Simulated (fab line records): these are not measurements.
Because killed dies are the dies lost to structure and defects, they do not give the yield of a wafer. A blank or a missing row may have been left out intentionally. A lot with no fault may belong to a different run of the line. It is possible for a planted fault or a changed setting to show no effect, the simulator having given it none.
fab line records	flow n5_finfet
record: lots: 7	wafers: 39
route steps=1938 shown BEOL_M15@1773 PASSIVATION@1929
start_h: start of the lot's first displayed wafer, in hours after the record's first day	wait_h: hours since the lot's step before	" as in the row above	L1.1+2: one row covering several wafers at once	- value missing, or start not given	* or withheld: withheld	< > ~ a bound
route shown NAME@n: NAME is a module with steps in the file, n the number in the route of the first one	usual: the fault-free wafers' mean and standard deviation	same: alike in all rows	chamber/n: place in a boat	sites: readings site by site	_std_site: how widely they spread, as a standard deviation	_edge_site: outer sites' mean less inner sites'	radius_mm: for every site, how far away it sits from the centre of the wafer	mask NAME#n: copy n	behind: tool/chamber where the wafer was last shaped	hold: what put the lot on hold/how long, in hours/how the hold closed	device: the transistor (n, p or np) that didn't switch	end of line: the route-end tests of the same wafers	for a step that has no rows: nothing shown but its recipe	killed: count of dies lost to structure and defects at first sort (not the wafer's yield)	map: a wafer's dies, marking killed ones x, the rest . and places with no die _
set.NAME: the setting that was run; set.NAME@STEP: the one run at that earlier step	model.NAME: the simulator's own value behind a step, which no gauge read
lots whose settings were changed on purpose; a table a step, a row a wafer
== steps ==
step: N5_BEOL_M15_ILD_DEP_00
recipe: material: SiO2	target_thk_a: 16293	temp_c: 400	precursor: TEOS/O2	pressure_torr: 6.5	rf_w: 900	teos_flow_sccm: 161.4	gas: O2	flow_sccm: 2650	time_s: 346.1
lot.wafer	tool	chamber	start_h	wait_h	set.target_thk_a	model.SiO2_of_BEOL_M15_ILD_DEP_00.thk_nm
L074.1	pecvd-04	1	249.40	0.0	16293	1616
L074.2	"	0	"	"	16293	1634
L074.3	"	2	"	"	16293	1603
L074.4	"	2	"	"	16293	1632
L074.5	"	1	"	"	16293	1645
L074.6	"	0	"	"	16293	1642
L077.1	pecvd-01	1	262.52	0.0	16293	1612
L077.2	"	2	"	"	16293	1611
L077.6	"	2	"	"	16293	1610
L075.1	pecvd-03	2	268.64	0.0	16293	1608
L075.2	"	0	"	"	7085	697.6
L075.3	"	1	"	"	16293	1618
L075.4	"	2	"	"	7085	719
L075.5	"	0	"	"	7085	721
L075.6	"	1	"	"	16293	1652
L079.1	pecvd-04	2	275.43	0.0	16293	1608
L079.2	"	0	"	"	16293	1611
L079.3	"	1	"	"	7932	765.2
L079.4	"	2	"	"	7932	763.6
L079.5	"	1	"	"	7932	788.6
L079.6	"	0	"	"	16293	1624
L088.1	pecvd-01	2	324.04	0.0	16293	1612
L088.2	"	1	"	"	16293	1620
L088.3	"	0	"	"	20960	2050
L088.4	"	0	"	"	20960	2126
L088.5	"	2	"	"	16293	1630
L088.6	"	1	"	"	20960	2115
L093.1	pecvd-04	0	371.37	0.0	16293	1616
L093.2	"	1	"	"	22890	2251
L093.3	"	2	"	"	22890	2290
L093.4	"	2	"	"	16293	1647
L093.5	"	1	"	"	16293	1642
L093.6	"	0	"	"	22890	2303
L097.1	pecvd-04	0	392.11	0.0	22760	2278
L097.2	"	1	"	"	22760	2243
L097.3	"	2	"	"	16293	1621
L097.4	"	2	"	"	16293	1661
L097.5	"	1	"	"	16293	1627
L097.6	"	0	"	"	22760	2297
step: N5_BEOL_M15_THK_MEAS_01
recipe: reads: SiO2_of_BEOL_M15_ILD_DEP_00
usual: M15_ILD_THK: 1632/20
lot.wafer	tool	chamber	start_h	wait_h	set.target_thk_a@BEOL_M15_ILD_DEP_00	M15_ILD_THK[nm]
L074.1	film_metro-01	-	249.65	0.1	16293	1617
L074.2	"	-	"	"	16293	1632
L074.3	"	-	"	"	16293	1605
L074.4	"	-	"	"	16293	1633
L074.5	"	-	"	"	16293	1646
L074.6	"	-	"	"	16293	1642
L077.1	film_metro-02	-	262.77	0.1	16293	1612
L077.2	"	-	"	"	16293	1610
L077.6	"	-	"	"	16293	1609
L075.1	film_metro-02	-	268.89	0.1	16293	1608
L075.2	"	-	"	"	7085	697
L075.3	"	-	"	"	16293	1618
L075.4	"	-	"	"	7085	719
L075.5	"	-	"	"	7085	721
L075.6	"	-	"	"	16293	1651
L079.1	film_metro-02	-	275.68	0.1	16293	1607
L079.2	"	-	"	"	16293	1611
L079.3	"	-	"	"	7932	765
L079.4	"	-	"	"	7932	764
L079.5	"	-	"	"	7932	789
L079.6	"	-	"	"	16293	1623
L088.1	film_metro-01	-	324.29	0.1	16293	1612
L088.2	"	-	"	"	16293	1620
L088.3	"	-	"	"	20960	2049
L088.4	"	-	"	"	20960	2124
L088.5	"	-	"	"	16293	1628
L088.6	"	-	"	"	20960	2114
L093.1	film_metro-01	-	371.62	0.1	16293	1617
L093.2	"	-	"	"	22890	2252
L093.3	"	-	"	"	22890	2290
L093.4	"	-	"	"	16293	1646
L093.5	"	-	"	"	16293	1642
L093.6	"	-	"	"	22890	2304
L097.1	film_metro-02	-	392.36	0.1	22760	2276
L097.2	"	-	"	"	22760	2243
L097.3	"	-	"	"	16293	1621
L097.4	"	-	"	"	16293	1662
L097.5	"	-	"	"	16293	1627
L097.6	"	-	"	"	22760	2297
step: N5_BEOL_M15_COAT_58
recipe: resist: BARC	temp_c: 205	time_s: 60	spin_rpm: 1500	resist_thk_nm: 89
step: N5_BEOL_M15_COAT_04
recipe: spin_rpm: 1704	resist_thk_nm: 800
step: N5_BEOL_M15_DESCUM_15
recipe: chemistry: O2	time_s: 7.9	source_power_w: 50	bias_power_w: 20	pressure_mtorr: 20	rf_frequency_hz: 2.712e+07	temp_c: 40	o2_flow_sccm: 225
step: N5_BEOL_M15_ETCH_59
recipe: chemistry: N2/H2	target: BARC	target_depth_a: 890	overetch_a: 267	time_s: 67.9	ion_energy_ev: 200	pressure_mtorr: 30	source_w: 840	bias_w: 150	n2_flow_sccm: 200	h2_flow_sccm: 200
step: N5_BEOL_M15_VIA_ETCH_16
recipe: chemistry: C4F8/O2/Ar	target: SiO2	he_inner_torr: 15	he_outer_torr: 30	target_depth_a: 17922	time_s: withheld	ion_energy_ev: 800	pressure_mtorr: 20	source_w: 1905	bias_w: 2040	Ar_flow_sccm: 400	C4F8_flow_sccm: 16	O2_flow_sccm: 12	ends: cleared
lot.wafer	tool	chamber	start_h	wait_h	set.target_thk_a@BEOL_M15_ILD_DEP_00	model.etch.depth_nm	model.coat_of_BEOL_M15_COAT_04.thk_nm
L074.1	rie_diel-03	0	250.59	0.0	16293	1616	333.6
L074.2	"	3	"	"	16293	1634	337.8
L074.3	"	1	"	"	16293	1603	342.8
L074.4	"	1	"	"	16293	1632	336.6
L074.5	"	3	"	"	16293	1645	335.8
L074.6	"	0	"	"	16293	1642	329.6
L077.1	rie_diel-05	2	263.75	0.0	16293	1612	331.2
L077.2	"	3	"	"	16293	1611	330
L077.6	"	0	"	"	16293	1610	327
L075.1	rie_diel-03	2	269.45	0.0	16293	1608	338.4
L075.2	"	1	"	"	7085	697.5	555.4
L075.3	"	0	"	"	16293	1618	333.4
L075.4	"	3	"	"	7085	719.1	552.8
L075.5	"	2	"	"	7085	721	547.6
L075.6	"	1	"	"	16293	1652	335.2
L079.1	rie_diel-02	1	276.17	0.0	16293	1608	334.2
L079.2	"	0	"	"	16293	1611	338.6
L079.3	"	2	"	"	7932	765.3	535.8
L079.4	"	3	"	"	7932	763.5	538.8
L079.5	"	3	"	"	7932	788.7	529.4
L079.6	"	0	"	"	16293	1624	336.6
L088.1	rie_diel-03	1	324.93	0.0	16293	1612	342.2
L088.2	"	3	"	"	16293	1620	344
L088.3	"	2	"	"	20960	2050	235.4
L088.4	"	3	"	"	20960	2126	225
L088.5	"	2	"	"	16293	1630	334.8
L088.6	"	1	"	"	20960	2115	226.2
L093.1	rie_diel-03	3	372.23	0.0	16293	1616	341.4
L093.2	"	0	"	"	22890	2251	181.4
L093.3	"	2	"	"	22890	2290	175.6
L093.4	"	1	"	"	16293	1647	331.8
L093.5	"	1	"	"	16293	1642	334
L093.6	"	2	"	"	22890	2303	172.6
L097.1	rie_diel-05	0	393.01	0.0	22760	2278	180.2
L097.2	"	1	"	"	22760	2243	195.6
L097.3	"	2	"	"	16293	1621	336.2
L097.4	"	3	"	"	16293	1661	326.8
L097.5	"	2	"	"	16293	1627	335.6
L097.6	"	1	"	"	22760	2297	181.8
step: N5_BEOL_M15_STRIP_63
recipe: chemistry: O2	power_w: 600	temp_c: 60	pressure_mtorr: 30	rf_frequency_hz: 6e+07	bias_power_w: 0	overash_fraction: 0.3	o2_flow_sccm: 225
step: N5_BEOL_M15_STRIP_64
recipe: chemistry: O2	power_w: 600	temp_c: 60	pressure_mtorr: 30	rf_frequency_hz: 6e+07	bias_power_w: 0	overash_fraction: 0.3	o2_flow_sccm: 225
step: N5_BEOL_M15_STRIP_65
recipe: chemistry: post_etch_residue_remover	time_s: 60	temp_c: 25	remover_ph: withheld	remover_water_wt_pct: withheld	remover_fluoride_wt_pct: withheld
step: N5_BEOL_M15_SRD_66
recipe: time_s: 30	temp_c: 23	rinse_liquid: diw	dry: n2_spin	spin_rpm: 1500	dry_time_s: 30
step: N5_BEOL_M15_CD_MEAS_17
recipe: target_cd_nm: 360	polarity: opening
usual: cd_nm: 361.7/1.5
lot.wafer	tool	chamber	start_h	wait_h	set.target_thk_a@BEOL_M15_ILD_DEP_00	cd_nm
L074.1	cd_sem-03	-	251.00	0.0	16293	358.6
L074.2	"	-	"	"	16293	362.1
L074.3	"	-	"	"	16293	359.8
L074.4	"	-	"	"	16293	359.2
L074.5	"	-	"	"	16293	361.6
L074.6	"	-	"	"	16293	359.7
L077.1	cd_sem-01	-	264.16	0.0	16293	361.9
L077.2	"	-	"	"	16293	362.9
L077.6	"	-	"	"	16293	362.7
L075.1	cd_sem-02	-	269.86	0.0	16293	362.5
L075.2	"	-	"	"	7085	354.1
L075.3	"	-	"	"	16293	363.0
L075.4	"	-	"	"	7085	356.2
L075.5	"	-	"	"	7085	354.9
L075.6	"	-	"	"	16293	363.5
L079.1	cd_sem-03	-	276.58	0.0	16293	361.5
L079.2	"	-	"	"	16293	362.1
L079.3	"	-	"	"	7932	353.8
L079.4	"	-	"	"	7932	353.8
L079.5	"	-	"	"	7932	352.6
L079.6	"	-	"	"	16293	359.4
L088.1	cd_sem-03	-	325.35	0.0	16293	361.1
L088.2	"	-	"	"	16293	361.1
L088.3	"	-	"	"	20960	363.9
L088.4	"	-	"	"	20960	367.8
L088.5	"	-	"	"	16293	359.2
L088.6	"	-	"	"	20960	365.2
L093.1	cd_sem-02	-	372.64	0.0	16293	363.4
L093.2	"	-	"	"	22890	368.6
L093.3	"	-	"	"	22890	369.5
L093.4	"	-	"	"	16293	360.6
L093.5	"	-	"	"	16293	361.5
L093.6	"	-	"	"	22890	369.4
L097.1	cd_sem-01	-	393.42	0.0	22760	367.2
L097.2	"	-	"	"	22760	368.8
L097.3	"	-	"	"	16293	362.3
L097.4	"	-	"	"	16293	361.6
L097.5	"	-	"	"	16293	361.9
L097.6	"	-	"	"	22760	369.0
step: N5_PASSIVATION_PASS_ETCH_47
recipe: chemistry: CF4/O2	target: SiNx	target_depth_a: 7700	time_s: 385	ion_energy_ev: 100	pressure_mtorr: 40	source_w: 535	bias_w: 49	Ar_flow_sccm: 100	cf4_flow_sccm: 100	O2_flow_sccm: 10
lot.wafer	tool	chamber	start_h	wait_h	set.time_s	model.etch.depth_nm
L074.1	rie_diel-01	1	270.07	0.0	385	774.6
L074.2	"	0	"	"	385	789.3
L074.3	"	2	"	"	385	766
L074.4	"	3	"	"	385	769.5
L074.5	"	1	"	"	385	777
L074.6	"	2	"	"	385	767
L077.1	rie_diel-01	0	280.73	0.0	385	784.8
L077.2	"	1	"	"	385	769.4
L077.6	"	1	"	"	385	772.3
L075.1	rie_diel-06	3	286.31	0.0	385	761.5
L075.2	"	0	"	"	385	772.3
L075.3	"	2	"	"	385	771.4
L075.4	"	3	"	"	158.5	313.2
L075.5	"	2	"	"	158.5	319.7
L075.6	"	0	"	"	158.5	315.5
L079.1	rie_diel-06	2	293.29	0.0	385	781.8
L079.2	"	3	"	"	385	767.2
L079.3	"	0	"	"	562.6	1123
L079.4	"	3	"	"	562.6	1124
L079.5	"	2	"	"	385	781.1
L079.6	"	0	"	"	562.6	1125
L088.1	rie_diel-01	2	343.06	0.0	385	757.2
L088.2	"	3	"	"	157.9	313.2
L088.3	"	1	"	"	385	767.5
L088.4	"	0	"	"	157.9	325.3
L088.5	"	1	"	"	385	771.4
L088.6	"	0	"	"	157.9	325
L093.1	rie_diel-04	2	389.38	0.0	385	763.6
L093.2	"	1	"	"	385	772.8
L093.3	"	0	"	"	269.9	549.4
L093.4	"	0	"	"	269.9	549.5
L093.5	"	1	"	"	269.9	542.6
L093.6	"	2	"	"	385	771.4
L097.1	rie_diel-01	3	410.55	0.0	210.9	417.5
L097.2	"	1	"	"	385	769.8
L097.3	"	2	"	"	385	784.9
L097.4	"	0	"	"	385	782.9
L097.5	"	1	"	"	210.9	419.6
L097.6	"	0	"	"	210.9	429.8
== key ==
split: step: N5_BEOL_M15_ILD_DEP_00	setting: target_thk_a	stated: 16293	by: wafer
response: step: N5_BEOL_M15_ILD_DEP_00	reading: model.SiO2_of_BEOL_M15_ILD_DEP_00.thk_nm	change: +16.2	per: 1%	r: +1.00
response: step: N5_BEOL_M15_THK_MEAS_01	reading: M15_ILD_THK	change: +16.2	per: 1%	r: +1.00
response: step: N5_BEOL_M15_VIA_ETCH_16	reading: model.etch.depth_nm	change: +16.2	per: 1%	r: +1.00
response: step: N5_BEOL_M15_VIA_ETCH_16	reading: model.coat_of_BEOL_M15_COAT_04.thk_nm	change: -3.84	per: 1%	r: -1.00
response: step: N5_BEOL_M15_CD_MEAS_17	reading: cd_nm	change: +0.156	per: 1%	r: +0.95
split: step: N5_PASSIVATION_PASS_ETCH_47	setting: time_s	stated: 385	by: wafer
response: step: N5_PASSIVATION_PASS_ETCH_47	reading: model.etch.depth_nm	change: +7.63	per: 1%	r: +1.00
